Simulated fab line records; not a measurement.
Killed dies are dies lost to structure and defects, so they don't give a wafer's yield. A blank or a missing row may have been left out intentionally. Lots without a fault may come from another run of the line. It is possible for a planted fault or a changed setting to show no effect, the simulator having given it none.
A lot that was struck, set against a sound lot / flow n5 finfet / 23 steps out of a route of 1938
Sound: these wafers, L348.1, L348.2, L348.3. Wafers struck: L350.1, L350.4, L350.5. At the end, the cause is stated.
For every step that has rows: the tool of each side, followed by ch and its chambers, followed by its first start. Under that, the readings that differ: sound wafers / struck wafers / difference of the means / sigmas: that difference in standard deviations of wafers without a fault.
alike: readings with means less than 2 such deviations apart, plus words and numbers identical on both sides. not compared: withheld readings, readings lacking a value on some wafer, bounds such as >300 that could conceal the same value, and numbers that have no deviation in the record and whose values overlap.
Wherever a step has rows on one side only, a row that says differs or no value, or a row with sigmas, the two part there. Numbers that have no deviation but don't overlap get no sigmas and don't part them. Lack of a reading on every wafer of one side parts them only where that side has two or more wafers.

first, 9 steps without rows for these wafers: N5_GATE_CUT_DESCUM_18 (chemistry O2, time 7 s); N5_GATE_CUT_ETCH_28 (etches underlayer in N2/H2, target depth 13 nm, time 10.4 s); N5_GATE_CUT_ETCH_36 (etches SiARC in CF4, target depth 13 nm, time 21.7 s); N5_GATE_CUT_ETCH_37 (etches SOC in N2/H2, target depth 60 nm, overetch 12 nm, time 90 s); N5_GATE_CUT_STRIP_38 (strips in N2/H2); N5_GATE_CUT_STRIP_39 (strips in N2/H2); N5_GATE_CUT_HM_OPEN_40 (chemistry C4F6/O2, target SiO2, target depth 139 nm, time 85.1 s); N5_GATE_CUT_STRIP_41 (strips in CF4); N5_GATE_CUT_STRIP_42 (strips in O2).
N5_GATE_CUT_ETCH_19: etches SiNx in CH3F/O2, target depth 53.7 nm, time 76.7 s.
  sound on rie diel-05 ch 0,2,3, day 7 21:10; struck on rie diel-05 ch 2,3, day 8 06:41
  no value came back on the struck wafers for any of 10 readings (CH3F_flow_sccm (sccm), O2_flow_sccm (sccm) and others); on the sound wafers CH3F_flow_sccm (sccm) reads 30.13 30.04 29.99
reading=model.SiO2_of_GATE_CUT_HM_DEP_46.thk nm (nm); sound=123.6 125 123.2; struck=131.6 131.2 131; difference=+7.3; sigmas=
N5_GATE_CUT_CUT_ETCH_53: etches W in SF6/Cl2, target depth 79.2 nm.
  sound on rie metal-01 ch 0, day 7 21:16; struck on rie metal-03 ch 0,1, day 8 06:48
reading=etch rf on time s (s); sound=26.7 26.4 26.1; struck=34.3 34.3 34.3; difference=+7.9; sigmas=+14
reading=throttle valve pct (%); sound=29.3 29.3 29.3; struck=27.3 27.5 27.3; difference=-1.9; sigmas=-6
  alike: SF6_flow_sccm, bias w, drypump motor current A, mfc cl2 sccm, oes product au
  not compared: rf hours counter h
N5_GATE_CUT_CUT_ETCH_54: etches TiN in Cl2/BCl3, target depth 96.7 nm.
  sound on rie metal-01 ch 0, day 7 21:23; struck on rie metal-03 ch 0,1, day 8 06:52
reading=etch rf on time s (s); sound=36.8 36.7 36.6; struck=47.9 47.9 47.9; difference=+11.2; sigmas=+15
  alike: bcl3 flow sccm, bias w, drypump motor current A, mfc cl2 sccm, oes product au, throttle valve pct
  not compared: rf hours counter h
then, 8 steps without rows for these wafers: N5_GATE_CUT_ETCH_47 (etches SiO2 in Cl2/BCl3, target depth 10 nm); N5_GATE_CUT_VAPOR_ETCH_48 (etches TiN in BCl3/Cl2); N5_GATE_CUT_VAPOR_ETCH_49 (etches TiAlC in BCl3/Cl2); N5_GATE_CUT_VAPOR_ETCH_51 (etches HfO2 in BCl3/Cl2); N5_GATE_CUT_STRIP_21 (strips in N2/H2, time 30 s); N5_GATE_CUT_STRIP_29 (strips in post etch residue remover, time 60 s); N5_GATE_CUT_SRD_52 (time 30 s); N5_GATE_CUT_ALD_22 (deposits SiNx, target thk 16 nm, pulse time 1 s, ald cycles 320).
N5_GATE_CUT_CMP_23: polishes, stops on SiO2, t overpolish 23.4 s, target thk 16 nm.
  sound on cmp-03 ch 0,1,3, day 7 23:34; struck on cmp-01 ch 1,2,3, day 8 08:44
reading=model.SiO2_of_GATE_CUT_HM_DEP_46.thk nm (nm); sound=102.4 104 102.2; struck=110 110 109.4; difference=+7; sigmas=
  alike: motor current A, slurry filter dp kPa
N5_BEOL_M4_RC_MEAS_101:
  the record has rows for the sound wafers here (prober-01 ch 0, day 11 09:47) and none for the struck ones
-- a jump in the record: the struck wafers' starts before and after are 7 days apart (it breaks off in module BEOL_M4 and resumes in module PASSIVATION, where the first step shown is number 1936 of the route) --
N5_PASSIVATION_PROBE_49:
  rows exist in the record for the struck wafers here (prober-01, day 15 18:06), but not for the sound ones

## WHERE THEY PART
Earliest at N5_GATE_CUT_ETCH_19; latest, in this record, at N5_PASSIVATION_PROBE_49.

WHY: what had been put in by the simulator
At N5_GATE_CUT_ETCH_19, the step was skipped entirely on rie diel-05 from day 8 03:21 on. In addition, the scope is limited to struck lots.
